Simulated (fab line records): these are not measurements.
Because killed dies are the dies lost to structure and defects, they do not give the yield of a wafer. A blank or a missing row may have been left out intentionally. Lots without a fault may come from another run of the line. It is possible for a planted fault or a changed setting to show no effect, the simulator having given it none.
fab line records	flow nandHarc	part 1 of 2: steps 1 to 21 of 33
record lots=5	wafers=15	lastDay=27
route steps=1302 shown A_STAIRCASE@745
lots that met no fault: from a run of the same line without faults
startH: hours from the record's first day to the start of the lot's first wafer shown	waitH: time in hours since the lot's previous step	" same as the row above	L1.1+2: several wafers, shown together as one row	- no value, or no start was given	* or withheld: withheld	< > ~ a bound
route shown NAME@n: names a module that has steps shown in the file, with the first one's number in the route	usual: average and standard deviation across the fault-free wafers	same: alike in all rows	chamber/n: place in a boat	sites: each site's reading	_std_site: how widely they spread, as a standard deviation	_edge_site: the outer-site mean with the inner-site mean subtracted	radiusMm: for every site, how far away it sits from the centre of the wafer	mask NAME#n: copy n	behind: the most recent tool/chamber to have shaped the wafer	hold: reason for holding the lot/hours on hold/outcome of the hold	device: transistor that didn't switch, given as n, p or np	end of line: the same wafers' tests at the end of the route	for a step that has no rows: nothing shown but its recipe	killed: at the first sort, the dies lost to defects and structure; wafer yield is something else	map: shows each die of a wafer: x if killed, . if not, _ if none is there
set.NAME: the run value of the setting; set.NAME@STEP: its run value at that earlier step	model.NAME: the simulator's own value behind a step, which no gauge read
certain route steps with their lots: each step a table, each wafer a row
services: from which hour (startH, from the record's first day; less than 0 if before it) a tool's chamber was out of use, for how many hours, and why
## steps
# step NHARC_A_STAIRCASE_TRIM_231
# recipe timeS=211.2	o2FlowSccm=500	arFlowSccm=0	biasW=0	chemistry=O2
# usual drypumpMotorCurrentA=5.7/0.48	oesProductAu=0.999/0.0091	rfVppV=57.7/0.89	showerheadPlenumPTorr=3.53/0.17	throttleValvePct=17.035/0.0088
lot.wafer	tool	chamber	startH	waitH	drypumpMotorCurrentA	oesProductAu	rfHoursCounterH	rfVppV	showerheadPlenumPTorr	throttleValvePct
L074.1	rieDiel-11	0	-	-	5.7	1.010	41	56.2	3.29	17.030
L074.3	"	1	"	"	5.7	0.989	37	56.5	3.41	17.025
L074.6	"	0	"	"	5.7	0.990	-	56.5	3.29	17.052
L080.2	rieDiel-04	0	-	-	6.3	0.994	21	57.3	3.56	17.042
L080.1	"	2	"	"	5.3	1.002	18	57.0	3.28	17.029
L080.5	"	1	"	"	5.0	1.012	-	57.6	3.64	17.028
L079.1	rieDiel-13	3	-	-	6.4	1.003	22	58.0	3.29	17.049
L079.3	"	0	"	"	6.1	1.002	24	55.5	3.51	17.031
L079.5	"	3	"	"	6.4	1.014	-	57.2	3.29	17.037
L082.3	rieDiel-13	3	-	-	6.4	1.016	31	56.9	3.29	17.037
L082.1	"	0	"	"	6.1	1.015	33	56.0	3.51	17.046
L082.4	"	0	"	"	6.1	1.018	-	55.9	3.51	17.050
L083.2	rieDiel-13	3	-	-	6.4	1.010	36	57.8	3.28	17.059
L083.3	"	1	"	"	5.1	0.992	25	58.5	3.77	17.036
L083.5	"	3	"	"	6.4	1.011	-	58.3	3.28	17.038
# step NHARC_A_STAIRCASE_ETCH_232
# recipe targetDepthA=1000	timeS=40.5	ionEnergyEv=400	c4f8FlowSccm=20	o2FlowSccm=10	arFlowSccm=withheld	rfW=600	biasW=1000	chemistry=C4F8/O2
# usual oesProductAu=0.943/0.011	rfFwdPowerW=592/3.4	rfVppV=896/6.5
lot.wafer	tool	chamber	startH	waitH	oesProductAu	rfFwdPowerW	rfHoursCounterH	rfVppV
L074.3	rieDiel-11	0	-	-	0.941	594	41	887
L074.1	"	2	"	"	0.937	587	31	902
L074.6	"	0	"	"	0.943	595	-	888
L080.1	rieDiel-04	0	-	-	0.930	590	21	897
L080.2	"	1	"	"	0.941	592	19	900
L080.5	"	3	"	"	0.920	593	-	888
L079.3	rieDiel-13	0	-	-	0.966	594	25	896
L079.1	"	2	"	"	0.960	591	23	900
L079.5	"	2	"	"	0.948	587	-	899
L082.1	rieDiel-13	3	-	-	0.941	591	31	886
L082.3	"	2	"	"	0.941	591	32	899
L082.4	"	3	"	"	0.943	589	-	885
L083.2	rieDiel-13	3	-	-	0.944	590	36	886
L083.3	"	2	"	"	0.952	589	38	900
L083.5	"	0	"	"	0.945	595	-	897
# step NHARC_A_STAIRCASE_TRIM_233
# recipe timeS=211.2	o2FlowSccm=500	arFlowSccm=0	biasW=0	chemistry=O2
# usual drypumpMotorCurrentA=5.7/0.47	oesProductAu=0.999/0.0099	rfVppV=57.8/0.91	showerheadPlenumPTorr=3.54/0.18	throttleValvePct=17.036/0.0083
lot.wafer	tool	chamber	startH	waitH	drypumpMotorCurrentA	oesProductAu	rfHoursCounterH	rfVppV	showerheadPlenumPTorr	throttleValvePct
L074.1	rieDiel-11	1	-	-	5.7	0.996	37	58.2	3.41	17.053
L074.3	"	0	"	"	5.7	0.996	41	57.6	3.29	17.041
L074.6	"	1	"	"	5.7	0.995	-	58.7	3.41	17.043
L080.2	rieDiel-04	1	-	-	5.0	1.006	19	58.6	3.64	17.039
L080.1	"	3	"	"	5.2	0.989	21	56.4	3.33	17.049
L080.5	"	1	"	"	5.0	1.007	-	57.7	3.64	17.040
L079.1	rieDiel-13	3	-	-	6.4	1.008	22	58.1	3.29	17.040
L079.3	"	2	"	"	5.6	0.997	23	58.7	3.63	17.032
L079.5	"	3	"	"	6.4	1.017	-	58.1	3.29	17.036
L082.3	rieDiel-13	3	-	-	6.4	1.008	31	56.7	3.29	17.045
L082.1	"	2	"	"	5.6	1.007	32	57.2	3.63	17.036
L082.4	"	0	"	"	6.1	1.001	-	57.3	3.51	17.028
L083.2	rieDiel-13	0	-	-	6.1	0.999	38	57.8	3.51	17.031
L083.3	"	1	"	"	5.1	0.992	25	57.1	3.77	17.022
L083.5	"	0	"	"	6.1	1.006	-	58.6	3.51	17.034
# step NHARC_A_STAIRCASE_ETCH_234
# recipe targetDepthA=1000	timeS=40.5	ionEnergyEv=400	c4f8FlowSccm=20	o2FlowSccm=10	arFlowSccm=withheld	rfW=600	biasW=1000	chemistry=C4F8/O2
# usual oesProductAu=0.941/0.011	rfFwdPowerW=591/3.4	rfVppV=896/6.6
lot.wafer	tool	chamber	startH	waitH	oesProductAu	rfFwdPowerW	rfHoursCounterH	rfVppV
L074.3	rieDiel-11	1	-	-	0.936	587	38	893
L074.1	"	2	"	"	0.929	585	32	905
L074.6	"	0	"	"	0.940	596	-	887
L080.2	rieDiel-04	2	-	-	0.929	590	19	885
L080.1	"	3	"	"	0.919	592	21	889
L080.5	"	1	"	"	0.925	594	-	899
L079.3	rieDiel-13	2	-	-	0.939	586	23	900
L079.1	"	3	"	"	0.962	589	22	886
L079.5	"	0	"	"	0.943	598	-	895
L082.3	rieDiel-13	3	-	-	0.934	587	32	887
L082.1	"	0	"	"	0.946	596	34	896
L082.4	"	0	"	"	0.940	594	-	895
L083.2	rieDiel-13	1	-	-	0.935	598	25	905
L083.3	"	2	"	"	0.960	590	38	897
L083.5	"	3	"	"	0.951	593	-	887
# step NHARC_A_STAIRCASE_TRIM_235
# recipe timeS=211.2	o2FlowSccm=500	arFlowSccm=0	biasW=0	chemistry=O2
# usual drypumpMotorCurrentA=5.6/0.47	oesProductAu=0.999/0.01	rfVppV=57.8/0.97	showerheadPlenumPTorr=3.54/0.18	throttleValvePct=17.037/0.0098
lot.wafer	tool	chamber	startH	waitH	drypumpMotorCurrentA	oesProductAu	rfHoursCounterH	rfVppV	showerheadPlenumPTorr	throttleValvePct
L074.3	rieDiel-11	2	-	-	5.8	0.980	32	58.8	3.73	17.035
L074.1	"	3	"	"	5.2	1.007	39	58.1	3.76	17.042
L074.6	"	0	"	"	5.7	0.995	-	58.2	3.29	17.044
L080.2	rieDiel-04	0	-	-	6.3	1.003	22	57.3	3.56	17.018
L080.1	"	2	"	"	5.3	1.010	19	57.8	3.28	17.034
L080.5	"	1	"	"	5.0	1.007	-	58.4	3.64	17.023
L079.1	rieDiel-13	2	-	-	5.6	0.992	23	58.1	3.63	17.044
L079.3	"	3	"	"	6.4	1.009	22	56.1	3.29	17.017
L079.5	"	0	"	"	6.1	0.999	-	57.0	3.51	17.036
L082.3	rieDiel-13	0	-	-	6.2	1.016	34	58.4	3.51	17.042
L082.1	"	2	"	"	5.6	0.988	32	57.9	3.63	17.041
L082.4	"	0	"	"	6.1	1.006	-	58.4	3.51	17.046
L083.2	rieDiel-13	2	-	-	5.6	1.017	38	58.8	3.62	17.045
L083.3	"	3	"	"	6.4	1.007	36	57.7	3.28	17.030
L083.5	"	2	"	"	5.6	1.014	-	57.6	3.62	17.030
# step NHARC_A_STAIRCASE_ETCH_236
# recipe targetDepthA=1000	timeS=40.5	ionEnergyEv=400	c4f8FlowSccm=20	o2FlowSccm=10	arFlowSccm=withheld	rfW=600	biasW=1000	chemistry=C4F8/O2
# usual oesProductAu=0.941/0.011	rfFwdPowerW=591/3.4	rfVppV=896/6.6
lot.wafer	tool	chamber	startH	waitH	oesProductAu	rfFwdPowerW	rfHoursCounterH	rfVppV
L074.1	rieDiel-11	0	-	-	0.933	590	41	887
L074.3	"	1	"	"	0.936	589	38	891
L074.6	"	3	"	"	0.939	588	-	904
L080.2	rieDiel-04	2	-	-	0.940	592	19	887
L080.1	"	3	"	"	0.912	594	21	889
L080.5	"	2	"	"	0.926	593	-	887
L079.1	rieDiel-13	0	-	-	0.948	594	25	895
L079.3	"	2	"	"	0.936	590	23	899
L079.5	"	2	"	"	0.948	590	-	900
L082.1	rieDiel-13	3	-	-	0.939	589	32	888
L082.3	"	0	"	"	0.949	594	34	894
L082.4	"	3	"	"	0.944	592	-	884
L083.3	rieDiel-13	0	-	-	0.935	596	38	893
L083.2	"	2	"	"	0.924	589	39	900
L083.5	"	0	"	"	0.941	598	-	895
# step NHARC_A_STAIRCASE_STRIP_238
# recipe powerW=1500	tempC=250	chemistry=O2
# usual drypumpMotorCurrentA=5.7/0.4	heaterPowerW=330/39
lot.wafer	tool	chamber	startH	waitH	drypumpMotorCurrentA	heaterPowerW	rfHoursCounterH
L074.1	plasmaAsher-01	1	366.55	0.1	5.3	278	4
L074.3	"	0	"	"	6.2	326	-
L074.6	"	1	"	"	5.3	288	-
L080.2	plasmaAsher-01	0	429.99	0.1	6.3	325	17
L080.1	"	1	"	"	5.3	287	17
L080.5	"	0	"	"	6.3	320	-
L079.1	plasmaAsher-01	1	431.40	0.1	5.3	281	17
L079.3	"	1	"	"	5.3	285	-
L079.5	"	0	"	"	6.3	322	-
L082.1	plasmaAsher-01	0	448.89	0.1	6.3	312	22
L082.4	"	1	"	"	5.3	283	-
L082.3	"	0	"	"	6.3	324	-
L083.2	plasmaAsher-01	0	458.23	0.1	6.3	312	25
L083.3	"	0	"	"	6.3	320	-
L083.5	"	0	"	"	6.3	316	-
# step NHARC_A_STAIRCASE_STRIP_239
# recipe timeS=900	tempC=130	chemistry=SPM
lot.wafer	tool	chamber	startH	waitH
L074.6+1+3	wetBench-01	2,5,6	366.87	0.1
L080.1+2+5	wetBench-01	2,3,4	430.35	0.3
L079.1+3+5	wetBench-09	6,7,0	431.77	0.3
L082.1+4+3	wetBench-09	7,0,4	449.19	0.3
L083.3+5+2	wetBench-09	5,0,1	458.53	0.2
# step NHARC_A_STAIRCASE_PRECLEAN_240
# recipe timeS=*	tempC=50	bathAgeMin=0	chemistry=SC1
lot.wafer	tool	chamber	startH	waitH
L074.6+1+3	wetBench-01	2,5,6	-	-
L080.1+2+5	wetBench-01	2,3,4	-	-
L079.1+3+5	wetBench-09	6,7,0	-	-
L082.1+4+3	wetBench-09	7,0,4	-	-
L083.3+5+2	wetBench-09	5,0,1	-	-
# step NHARC_A_STAIRCASE_SRD_241
lot.wafer	tool	chamber	startH	waitH
L074.6+1+3	wetBench-01	2,5,6	-	-
L080.1+2+5	wetBench-01	2,3,4	-	-
L079.1+3+5	wetBench-09	6,7,0	-	-
L082.1+4+3	wetBench-09	7,0,4	-	-
L083.3+5+2	wetBench-09	5,0,1	-	-
# step NHARC_A_STAIRCASE_DEHYDRATE_242
# recipe tempC=150	timeS=120
# usual resistLineTempC=22.98/0.11
lot.wafer	tool	chamber	startH	waitH	resistLineTempC
L074.1	lithoTrack-03	0	367.32	-	23.10
L074.3	"	0	"	"	22.93
L074.6	"	0	"	"	23.04
L080.1	lithoTrack-05	0	430.79	-	23.21
L080.2	"	0	"	"	23.03
L080.5	"	0	"	"	23.05
L079.1	lithoTrack-05	0	432.20	-	22.82
L079.3	"	0	"	"	22.98
L079.5	"	0	"	"	22.86
L082.1	lithoTrack-03	0	449.65	-	23.09
L082.3	"	0	"	"	23.11
L082.4	"	0	"	"	22.89
L083.2	lithoTrack-03	0	458.98	-	23.10
L083.3	"	0	"	"	23.03
L083.5	"	0	"	"	22.91
# step NHARC_A_STAIRCASE_HMDS_243
# recipe timeS=30
# usual resistLineTempC=22.99/0.097
lot.wafer	tool	chamber	startH	waitH	resistLineTempC
L074.1	lithoTrack-03	0	-	-	22.99
L074.3	"	0	"	"	23.07
L074.6	"	0	"	"	22.96
L080.1	lithoTrack-05	0	-	-	22.92
L080.2	"	0	"	"	23.04
L080.5	"	0	"	"	23.01
L079.1	lithoTrack-05	0	-	-	23.00
L079.3	"	0	"	"	23.13
L079.5	"	0	"	"	23.03
L082.1	lithoTrack-03	0	-	-	22.85
L082.3	"	0	"	"	22.82
L082.4	"	0	"	"	22.82
L083.2	lithoTrack-03	0	-	-	23.12
L083.3	"	0	"	"	23.09
L083.5	"	0	"	"	23.04
# step NHARC_A_STAIRCASE_COAT_244
# recipe spinRpm=1200
# usual resistLineTempC=23.00/0.1
lot.wafer	tool	chamber	startH	waitH	resistLineTempC
L074.1	lithoTrack-03	0	-	-	22.99
L074.3	"	0	"	"	23.11
L074.6	"	0	"	"	22.92
L080.1	lithoTrack-05	0	-	-	23.01
L080.2	"	0	"	"	23.01
L080.5	"	0	"	"	23.03
L079.1	lithoTrack-05	0	-	-	22.93
L079.3	"	0	"	"	23.03
L079.5	"	0	"	"	23.12
L082.1	lithoTrack-03	0	-	-	22.88
L082.3	"	0	"	"	22.96
L082.4	"	0	"	"	22.94
L083.2	lithoTrack-03	0	-	-	23.05
L083.3	"	0	"	"	22.83
L083.5	"	0	"	"	23.10
# step NHARC_A_STAIRCASE_SOFTBAKE_245
# recipe tempC=135	timeS=170
# usual resistLineTempC=22.98/0.099
lot.wafer	tool	chamber	startH	waitH	resistLineTempC
L074.1	lithoTrack-03	0	-	-	23.01
L074.3	"	0	"	"	23.05
L074.6	"	0	"	"	22.99
L080.1	lithoTrack-05	0	-	-	22.93
L080.2	"	0	"	"	22.98
L080.5	"	0	"	"	22.94
L079.1	lithoTrack-05	0	-	-	22.93
L079.3	"	0	"	"	22.97
L079.5	"	0	"	"	23.06
L082.1	lithoTrack-03	0	-	-	23.02
L082.3	"	0	"	"	23.02
L082.4	"	0	"	"	23.14
L083.2	lithoTrack-03	0	-	-	22.98
L083.3	"	0	"	"	22.93
L083.5	"	0	"	"	22.89
# step NHARC_A_STAIRCASE_EBR_246
# usual resistLineTempC=23.00/0.092
lot.wafer	tool	chamber	startH	waitH	resistLineTempC
L074.1	lithoTrack-03	0	-	-	23.15
L074.3	"	0	"	"	23.10
L074.6	"	0	"	"	22.90
L080.1	lithoTrack-05	0	-	-	23.04
L080.2	"	0	"	"	22.82
L080.5	"	0	"	"	22.77
L079.1	lithoTrack-05	0	-	-	22.92
L079.3	"	0	"	"	22.96
L079.5	"	0	"	"	22.89
L082.1	lithoTrack-03	0	-	-	22.91
L082.3	"	0	"	"	22.82
L082.4	"	0	"	"	22.92
L083.2	lithoTrack-03	0	-	-	23.17
L083.3	"	0	"	"	23.09
L083.5	"	0	"	"	23.21
# step NHARC_A_STAIRCASE_EXPOSE_247
# recipe na=0.5	doseMj=25.34	maskId=SDS_1
# usual stageVelMmS=500.08/0.25
# same na=0.5
lot.wafer	tool	chamber	startH	waitH	mask	stageVelMmS
L074.1	krfScanner-02	0	367.65	-	SDS_1#0	500.02
L074.3	"	0	"	"	SDS_1#0	500.33
L074.6	"	0	"	"	SDS_1#0	500.17
L080.1	krfScanner-01	0	431.12	-	SDS_1#0	499.96
L080.2	"	0	"	"	SDS_1#0	500.31
L080.5	"	0	"	"	SDS_1#0	500.42
L079.1	krfScanner-02	0	432.54	-	SDS_1#0	499.72
L079.3	"	0	"	"	SDS_1#0	500.07
L079.5	"	0	"	"	SDS_1#0	499.92
L082.1	krfScanner-01	0	449.98	-	SDS_1#0	500.29
L082.3	"	0	"	"	SDS_1#0	500.01
L082.4	"	0	"	"	SDS_1#0	499.99
L083.2	krfScanner-04	0	459.32	-	SDS_1#0	499.89
L083.3	"	0	"	"	SDS_1#0	500.05
L083.5	"	0	"	"	SDS_1#0	499.82
# step NHARC_A_STAIRCASE_PEB_248
# recipe pebTempC=115	pebTimeS=130
# usual resistLineTempC=23.02/0.11
lot.wafer	tool	chamber	startH	waitH	resistLineTempC
L074.1	lithoTrack-07	0	367.72	0.1	22.94
L074.3	"	0	"	"	22.85
L074.6	"	0	"	"	23.01
L080.1	lithoTrack-05	0	431.18	0.1	23.01
L080.2	"	0	"	"	23.10
L080.5	"	0	"	"	22.99
L079.1	lithoTrack-03	0	432.60	0.1	23.06
L079.3	"	0	"	"	23.07
L079.5	"	0	"	"	23.08
L082.1	lithoTrack-07	0	450.05	0.1	23.00
L082.3	"	0	"	"	23.05
L082.4	"	0	"	"	23.09
L083.2	lithoTrack-07	0	459.38	0.1	23.03
L083.3	"	0	"	"	23.01
L083.5	"	0	"	"	23.28
# step NHARC_A_STAIRCASE_DEVELOP_249
# recipe timeS=140
# usual resistLineTempC=22.99/0.097
lot.wafer	tool	chamber	startH	waitH	resistLineTempC
L074.1	lithoTrack-07	0	-	-	23.07
L074.3	"	0	"	"	22.99
L074.6	"	0	"	"	23.08
L080.1	lithoTrack-05	0	-	-	22.99
L080.2	"	0	"	"	23.03
L080.5	"	0	"	"	23.18
L079.1	lithoTrack-03	0	-	-	23.02
L079.3	"	0	"	"	23.08
L079.5	"	0	"	"	23.11
L082.1	lithoTrack-07	0	-	-	23.03
L082.3	"	0	"	"	22.88
L082.4	"	0	"	"	23.01
L083.2	lithoTrack-07	0	-	-	22.87
L083.3	"	0	"	"	22.93
L083.5	"	0	"	"	23.02
# step NHARC_A_STAIRCASE_HARDBAKE_251
# recipe tempC=120	timeS=140
# usual resistLineTempC=23.00/0.11
lot.wafer	tool	chamber	startH	waitH	resistLineTempC
L074.1	lithoTrack-03	0	367.94	-	23.05
L074.3	"	0	"	"	22.72
L074.6	"	0	"	"	23.05
L080.1	lithoTrack-05	0	431.40	-	22.97
L080.2	"	0	"	"	22.90
L080.5	"	0	"	"	23.09
L079.1	lithoTrack-03	0	432.82	-	23.05
L079.3	"	0	"	"	22.99
L079.5	"	0	"	"	22.99
L082.1	lithoTrack-05	0	450.27	-	23.00
L082.3	"	0	"	"	22.97
L082.4	"	0	"	"	22.96
L083.2	lithoTrack-03	0	459.61	-	23.07
L083.3	"	0	"	"	23.00
L083.5	"	0	"	"	22.97
# step NHARC_A_STAIRCASE_DESCUM_252
# recipe timeS=3	o2FlowSccm=200	arFlowSccm=0	biasPowerW=0	chemistry=O2
# usual drypumpMotorCurrentA=5.6/0.5	oesProductAu=0.998/0.0096	rfVppV=57.7/0.9	showerheadPlenumPTorr=1.92/0.1	throttleValvePct=11.311/0.0089
lot.wafer	tool	chamber	startH	waitH	drypumpMotorCurrentA	oesProductAu	rfHoursCounterH	rfVppV	showerheadPlenumPTorr	throttleValvePct
L074.3	rieDiel-13	0	368.03	-	6.1	1.003	6	56.5	1.91	11.304
L074.1	"	3	"	"	6.4	1.014	6	57.6	1.78	11.297
L074.6	"	0	"	"	6.1	1.006	-	56.5	1.91	11.313
L080.1	rieDiel-11	1	431.50	-	5.7	0.991	58	57.4	1.84	11.295
L080.2	"	2	"	"	5.8	0.990	48	58.2	2.03	11.301
L080.5	"	0	"	"	5.7	1.002	-	56.7	1.77	11.317
L079.3	rieDiel-04	1	432.92	-	5.0	1.012	22	57.6	1.98	11.312
L079.1	"	2	"	"	5.3	0.986	21	56.0	1.77	11.316
L079.5	"	0	"	"	6.2	0.980	-	57.7	1.93	11.315
L082.3	rieDiel-04	1	450.37	-	5.0	1.004	28	57.8	1.98	11.291
L082.1	"	3	"	"	5.2	0.988	30	57.8	1.80	11.303
L082.4	"	0	"	"	6.3	0.998	-	58.3	1.93	11.297
L083.3	rieDiel-13	0	459.70	-	6.1	1.003	39	57.9	1.90	11.316
L083.2	"	2	"	"	5.6	0.987	39	58.1	1.97	11.312
L083.5	"	0	"	"	6.1	0.993	-	58.3	1.90	11.310
# step NHARC_A_STAIRCASE_ETCH_253
# recipe targetDepthA=500	timeS=20.2	ionEnergyEv=400	c4f8FlowSccm=20	o2FlowSccm=10	arFlowSccm=withheld	rfW=600	biasW=1000	chemistry=C4F8/O2
# usual oesProductAu=0.957/0.017	rfFwdPowerW=589/3.8	rfVppV=896/6.5
lot.wafer	tool	chamber	startH	waitH	oesProductAu	rfFwdPowerW	rfHoursCounterH	rfVppV
L074.3	rieDiel-13	1	368.13	0.1	0.960	593	4	904
L074.1	"	2	"	"	0.982	586	4	901
L074.6	"	0	"	"	0.969	594	-	895
L080.1	rieDiel-11	2	431.58	0.1	0.958	584	48	904
L080.2	"	0	"	"	0.956	594	63	887
L080.5	"	3	"	"	0.968	584	-	904
L079.3	rieDiel-04	1	433.00	0.1	0.964	592	22	901
L079.1	"	0	"	"	0.947	585	24	897
L079.5	"	1	"	"	0.982	592	-	899
L082.3	rieDiel-04	3	450.47	0.1	0.945	589	30	887
L082.1	"	0	"	"	0.951	585	30	896
L082.4	"	3	"	"	0.951	589	-	888
L083.3	rieDiel-13	3	459.78	0.1	0.970	589	37	886
L083.2	"	1	"	"	0.958	593	26	904
L083.5	"	3	"	"	0.965	590	-	888
